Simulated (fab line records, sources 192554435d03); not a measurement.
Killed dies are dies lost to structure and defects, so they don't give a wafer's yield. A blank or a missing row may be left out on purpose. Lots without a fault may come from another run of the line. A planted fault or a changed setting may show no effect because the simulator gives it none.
A struck lot beside a sound one | flow n5_finfet | 37 steps out of a route of 1938
Sound: wafers L214.1, L214.4, L214.5. Struck: wafers L218.1, L218.3, L218.4. The cause comes at the end.
At each step with rows: each side's tool, then ch and its chambers, then its first start. Under that, the readings that differ: sound wafers | struck wafers | difference of the means | sigmas: that difference in standard deviations of wafers without a fault.
alike: readings whose means differ by less than 2 such deviations, and words and numbers that are the same on both sides. not compared: withheld readings, readings that some wafer has no value for, bounds like >300 that may hide the same value, and numbers for which the record gives no deviation and whose values overlap.
The two part at a step that has a row with sigmas, a row that says differs or no value, or rows on one side only. Numbers that don't overlap but have no deviation are shown without sigmas and don't part them. A reading that every wafer of one side lacks parts them only if that side has two wafers or more.

first, 9 steps without rows for these wafers: N5_WELL_APT_EBR_04; N5_WELL_APT_SOFTBAKE_03 (time 60 s); N5_WELL_APT_EXPOSE_05 (exposes mask NWELL, defocus 0 nm, target cd 200 nm); N5_WELL_APT_PEB_06 (peb time 90 s); N5_WELL_APT_DEVELOP_07 (develop time 45 s); N5_WELL_APT_HARDBAKE_12 (time 120 s); N5_WELL_APT_DESCUM_13 (chemistry O2, time 7.9 s); N5_WELL_APT_IMPLANT_14; N5_WELL_APT_IMPLANT_15.
N5_WELL_APT_STRIP_16: strips in SPM, time 900 s.
  sound on wet_bench-04 ch 0,2,3, day 2 20:56; struck on wet_bench-04 ch 2,5,6, day 3 20:35
  no value came back on the struck wafers for bath_guard_temp_C (C), bath_heat_duty_pct (%), time_s (s); on the sound wafers bath_guard_temp_C (C) reads 129.9 130.2 130.3
  reading                                    | sound | struck          | difference | sigmas
  model.coat_of_WELL_APT_COAT_02.thk_nm (nm) | 0 0 0 | 933.5 936 934.6 | +934.7     |
then, 25 steps without rows for these wafers: N5_WELL_APT_HMDS_18 (time 60 s); N5_WELL_APT_COAT_19 (resist thk 950 nm); N5_WELL_APT_EBR_21; N5_WELL_APT_SOFTBAKE_20 (time 60 s); N5_WELL_APT_EXPOSE_22 (exposes mask PWELL, defocus 0 nm, target cd 200 nm); N5_WELL_APT_PEB_23 (peb time 90 s); N5_WELL_APT_DEVELOP_24 (develop time 45 s); N5_WELL_APT_HARDBAKE_29 (time 120 s); N5_WELL_APT_DESCUM_30 (chemistry O2, time 7.9 s); N5_WELL_APT_IMPLANT_31; N5_WELL_APT_IMPLANT_32; N5_WELL_APT_STRIP_33 (strips in SPM, time 900 s); N5_WELL_APT_RTA_34 (time 10 s); N5_WELL_APT_OXIDE_STRIP_42 (strips SiO2 in dHF, time 45 s, target depth 12 nm); N5_WELL_APT_PRECLEAN_36 (cleans in O3/DIW, time 45 s); N5_WELL_APT_PRECLEAN_39 (cleans in dHF, time 60 s); N5_WELL_APT_SRD_37 (time 30 s); N5_WELL_APT_EPI_41 (deposits Si from SiH4/H2, target thk 50 nm, time 297.7 s); N5_PMOS_HMC_CHANNEL_EPI_HM_DEP_34 (deposits SiO2 from TEOS/O2, target thk 36 nm, time 6.9 s); N5_PMOS_HMC_CHANNEL_EPI_COAT_31 (time 60 s, resist thk 66 nm); N5_PMOS_HMC_CHANNEL_EPI_COAT_03 (resist thk 205 nm); N5_PMOS_HMC_CHANNEL_EPI_EBR_05; N5_PMOS_HMC_CHANNEL_EPI_SOFTBAKE_04 (time 60 s); N5_PMOS_HMC_CHANNEL_EPI_EXPOSE_06 (exposes mask PMOS HMC BLK, target cd 240 nm); N5_PMOS_HMC_CHANNEL_EPI_PEB_07 (peb time 60 s).
-- the record jumps here: 6 days lie between the struck wafers' starts before and after (it left off in module PMOS_HMC_CHANNEL_EPI and takes up again in module BEOL_M4, whose first step shown is number 1111 of the route) --
N5_BEOL_M4_RC_MEAS_101:
  sound on prober-02 ch 0, day 9 03:21; struck on prober-02 ch 0, day 10 05:49
  reading             | sound                    | struck                        | difference                    | sigmas
  CJ_N                | 4.24 4.33 4.26           | 0.09 0.09 0.09                | -4.19                         | -55
  DIBL_N (mV/V)       | 35.2 36.0 34.9           | 73.5 103.9 92.7               | +54.7                         | +27
  IOFF_N (nA/um)      | 0.16 0.16 0.13           | 7.29 25.62 15.43              | +15.96                        | +99 or more
  IOFF_N_85C (nA/um)  | 3.1 3.2 2.7              | 75.9 216.7 141.3              | +141.6                        | +99 or more
  IOFF_N_LIN (nA/um)  | 0.076 0.076 0.064        | 0.545 1.303 0.885             | +0.839                        | +65
  IOFF_N_LONG (nA/um) | 5.63e-05 5.7e-05 5.6e-05 | 0.0001094 0.0001092 0.0001076 | +0.0000523                    | +19
  RS_PWELL (ohm/sq)   | 2973 2971 3011           | - - -                         | no value on the struck wafers |
  SS_N (mV/dec)       | 71.2 71.6 71.5           | 123.8 144.6 139.3             | +64.5                         | +92
  VT_N (mV)           | 247 250 252              | 242 237 243                   | -9                            | -2
  VT_N_LVT (mV)       | 98 98 103                | 94 86 91                      | -9                            | -3
  alike: DIBL_P, IOFF_P, ION_N, ION_P, SS_P, VT_P
-- the record jumps here: 4 days lie between the struck wafers' starts before and after (it left off in module BEOL_M4 and takes up again in module PASSIVATION, whose first step shown is number 1936 of the route) --
N5_PASSIVATION_PROBE_49:
  sound on prober-02, day 13 20:27; struck on prober-02, day 14 15:36
  reading                | sound          | struck            | difference | sigmas
  sort_bin_4_leakage (%) | 0 0 0          | 90.93 93.14 91.86 | +91.98     |
  sort_n_pass            | 1092 1100 1102 | 0 0 0             | -1098      | -58
  sort_yield_pct (%)     | 92.5 93.2 93.4 | 0 0 0             | -93        | -58
  alike: defect_limited_yield, killed_at_M0_to_M3, killed_at_M4_up, killed_at_contacts, killed_at_front_end, killed_at_other, killed_dies, killed_on_rim, killed_open, killed_short, sort_bin_5_function, sort_bin_6_memory

WHERE THEY PART
First at N5_WELL_APT_STRIP_16; last, within this record, at N5_PASSIVATION_PROBE_49.

WHY: what the simulator had put in
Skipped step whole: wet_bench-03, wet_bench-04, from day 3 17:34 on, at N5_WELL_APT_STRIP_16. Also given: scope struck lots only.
